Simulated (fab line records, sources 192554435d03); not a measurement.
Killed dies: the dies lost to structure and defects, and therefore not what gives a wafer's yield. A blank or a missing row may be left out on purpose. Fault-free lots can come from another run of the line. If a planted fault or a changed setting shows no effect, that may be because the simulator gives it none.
What tool caused it? | flow n5-finfet | 20 lots (60 wafers sampled), 1 step of a 1938-step route

WHAT EACH GAUGE READ, for each wafer
N5_MOL_CONTACT_COAG_OVL_MEAS_41. Usual: VD_OVL typically reads 0.2 nm, with standard deviation 0.72.
lot  | measured     | on         | VD_OVL (nm)    | flag
L074 | day 5 13:58  | overlay-01 | 0.0 1.2 0.9    |
L075 | day 5 17:41  | overlay-01 | 0.8 -0.5 0.1   |
L076 | day 5 18:02  | overlay-01 | 0.3 1.0 0.6    |
L078 | day 6 07:17  | overlay-01 | 1.1 0.3 0.8    |
L077 | day 6 08:01  | overlay-02 | -0.3 -0.3 0.8  |
L079 | day 6 16:38  | overlay-01 | 0.6 1.5 0.1    |
L081 | day 7 01:07  | overlay-01 | -0.3 -0.7 -1.3 |
L082 | day 7 07:05  | overlay-01 | -0.2 0.3 0.0   |
L083 | day 7 12:32  | overlay-02 | 0.1 1.7 0.4    |
L084 | day 7 19:57  | overlay-02 | 0.1 -0.4 -0.3  |
L085 | day 8 02:19  | overlay-01 | 0.1 1.3 -0.1   |
L088 | day 8 17:59  | overlay-02 | 0.4 -0.6 0.7   |
L089 | day 9 01:31  | overlay-01 | -0.2 -0.4 -1.6 |
L090 | day 9 06:35  | overlay-02 | -1.0 0.8 -0.8  |
L091 | day 9 11:02  | overlay-02 | -0.6 -0.2 -1.2 |
L092 | day 9 19:13  | overlay-01 | -0.1 -0.8 -0.1 |
L093 | day 10 00:28 | overlay-02 | -0.6 1.3 -0.3  |
L094 | day 10 08:49 | overlay-02 | 0.2 0.5 -0.7   |
L095 | day 10 11:05 | overlay-02 | 0.7 1.5 0.6    |
L097 | day 10 23:44 | overlay-02 | 0.1 -0.2 0.6   |

WHAT TOOL EACH LOT RAN ON (gives the tool, then ch and the chambers of the sampled wafers, and finally the start)
Record: no process step prior to these readings.

WHAT THE TOOLS THEMSELVES READ (means of the sampled wafers that have a number; where no wafer has one, the mark that the record gives instead)
The record holds no such reading with a usual standard deviation.

THE ANSWER, worked out from the rows above alone
Rule: a lot counts as off when the mean over its wafers that have a number is more than 3 standard deviations away from the usual mean. Also off: a lot with no number at a reading for which 4 or more lots have one. All remaining lots with rows at the step are treated as sound. The gauges are gone through in route order, then the tools' own readings, and for those a lot's mean is taken as printed above. The first step at which some lot is off is used, and at that step the reading that is off furthest; a lot without a number counts as furthest.
No lot is off at any reading shown: from this, nothing can be told.

WHAT THE SIMULATOR HAD PUT IN
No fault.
